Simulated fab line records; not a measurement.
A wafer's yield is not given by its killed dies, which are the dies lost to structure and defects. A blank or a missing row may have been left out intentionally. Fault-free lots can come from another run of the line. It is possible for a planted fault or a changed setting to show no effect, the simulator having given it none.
Chamber matching    flow nandHarc    3 sister chambers for NHARC_A_STAIRCASE_DEP_156 on pecvd-02
The step deposits SiNx, target thk 50 nm. 18 wafers are shown with their chamber, then 9 later ones without.

WAFERS PAIRED WITH THEIR CHAMBERS
wafer   chamber  heaterPowerW (W)  susceptorTempC (C)
L076.2  1        788               400.16
L076.3  2        817               400.38
L076.6  2        831               399.98
L081.1  1        810               399.87
L081.2  2        752               399.86
L081.5  1        799               400.10
L083.1  0        685               400.04
L083.2  2        832               399.95
L083.3  1        716               400.30
L084.1  1        729               399.88
L084.3  2        772               399.54
L084.5  1        758               399.81
L087.3  0        570               400.17
L087.4  2        840               400.16
L087.6  0        571               399.91
L088.1  1        833               400.03
L088.2  2        802               399.84
L088.6  1        825               399.56

SIGNATURES (means of the wafers above)
reading         chamber 0  chamber 1  chamber 2  scatter within a chamber
heaterPowerW    608.67     782.25     806.57     43.7
susceptorTempC  400.0400   399.9638   399.9586   0.235
Rule: distance of a wafer from a chamber = root of the sum over the readings of ((wafer's reading minus chamber's mean) / reading's scatter) squared. The wafer belongs to the nearest chamber; if the next one is less than 2 further off, it can't be placed. The scatter: take each reading less its chamber's mean, square it, sum over the shown wafers, divide by the number of wafers less the number of chambers, and take the root.

WAFERS WITH NO CHAMBER GIVEN
wafer   heaterPowerW (W)  susceptorTempC (C)
L090.3  804               399.85
L090.5  730               400.00
L090.6  833               400.05
L089.1  655               400.24
L089.3  807               399.72
L089.4  795               399.55
L094.3  795               400.32
L094.4  673               400.18
L094.6  755               399.88

WHICH CHAMBER EACH ONE RAN IN
wafer   from the rows above           in truth
L090.3  can't be placed: 2 or 1       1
L090.5  can't be placed: 1 or 2 or 0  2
L090.6  can't be placed: 2 or 1       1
L089.1  can't be placed: 0 or 1       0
L089.3  can't be placed: 2 or 1       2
L089.4  can't be placed: 2 or 1       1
L094.3  can't be placed: 1 or 2       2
L094.4  can't be placed: 0 or 1 or 2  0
L094.6  can't be placed: 1 or 2       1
Correctly placed: 0 of 9. From these rows, 9 cannot be placed; in 9 the true chamber is one of the candidates. Wrongly placed: 0.
